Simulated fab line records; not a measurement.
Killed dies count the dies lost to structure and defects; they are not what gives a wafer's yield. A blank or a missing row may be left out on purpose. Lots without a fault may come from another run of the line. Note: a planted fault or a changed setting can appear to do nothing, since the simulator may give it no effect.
Split-lot study    flow n5Finfet    21 wafers read across 7 lots, on a route 1938 steps long

THE SPLIT
At N5_PASSIVATION_ETCH_54 (etches SiO2 in CHF3/O2, target depth 880 nm, time 440 s), the setting biasW was moved away from the recipe's 170 W on 10 of the 21 wafers read, by -9.7% to +17.9%. All remaining wafers had this setting at the recipe value.

Reading taken at the split's own step.

THE READING
rfVppV, in V, at N5_PASSIVATION_ETCH_54 (etches SiO2 in CHF3/O2, target depth 880 nm, time 440 s). A value of 523 V with a standard deviation of 12 V is what fault-free wafers of this fab line usually give.

wafer   tool, chamber at the split  biasW as run, W  against the recipe  rfVppV, V  against lot-mates on the recipe
L074.1  rieDiel-05, 1               170              recipe              504        -
L074.3  rieDiel-05, 2               154.5            -9.1%               491        -13
L074.5  rieDiel-05, 1               154.5            -9.1%               466        -38
L078.2  rieDiel-05, 2               170              recipe              530        -
L078.3  rieDiel-05, 1               170              recipe              502        -
L078.6  rieDiel-05, 3               170              recipe              533        -
L086.2  rieDiel-05, 1               170              recipe              503        -
L086.4  rieDiel-05, 3               170              recipe              532        -
L086.6  rieDiel-05, 0               153.6            -9.6%               481        -36
L088.3  rieDiel-06, 3               156.4            -8.0%               486        no lot-mate on the recipe
L088.5  rieDiel-06, 1               156.4            -8.0%               467        no lot-mate on the recipe
L088.6  rieDiel-06, 0               156.4            -8.0%               500        no lot-mate on the recipe
L090.2  rieDiel-02, 3               170              recipe              522        -
L090.4  rieDiel-02, 2               200.5            +17.9%              598        +70
L090.6  rieDiel-02, 1               170              recipe              533        -
L091.2  rieDiel-06, 0               170              recipe              535        -
L091.4  rieDiel-06, 2               153.5            -9.7%               494        -41
L091.6  rieDiel-06, 3               153.5            -9.7%               479        -56
L095.1  rieDiel-02, 0               196.1            +15.4%              577        +58
L095.3  rieDiel-02, 3               170              recipe              523        -
L095.5  rieDiel-02, 0               170              recipe              516        -

THE FIT
A straight line over all 21 wafers: rfVppV changes by +4.12 V for each +1% of biasW; r = +0.93; the points scatter about the line by 12 V.
The same after taking each lot's own level away (the mean of its wafers on the recipe; 18 wafers): +3.88 V for each +1%; r = +0.94; scatter 11 V.
Per that fit: largest biasW move, reading shift of 70 V.
Measured against the standard deviation above, the lots' own levels, which go from 504.0 to 535.0 V, span 2.6 times it.
Hence the lot-to-lot level has little effect on the slope; both slopes agree.
Check: with one of the wafers moved furthest among these (+17.9%) left out of the fit, the line predicts +68.9 V for it against its lot-mates. Against them it came out at +70.5 V.
Tool readings at the split's step, against how far the setting was moved: rfVppV r = +0.93.

FILE'S OWN FIT
rfVppV changes by +3.87 V for each +1% of biasW, r = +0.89.
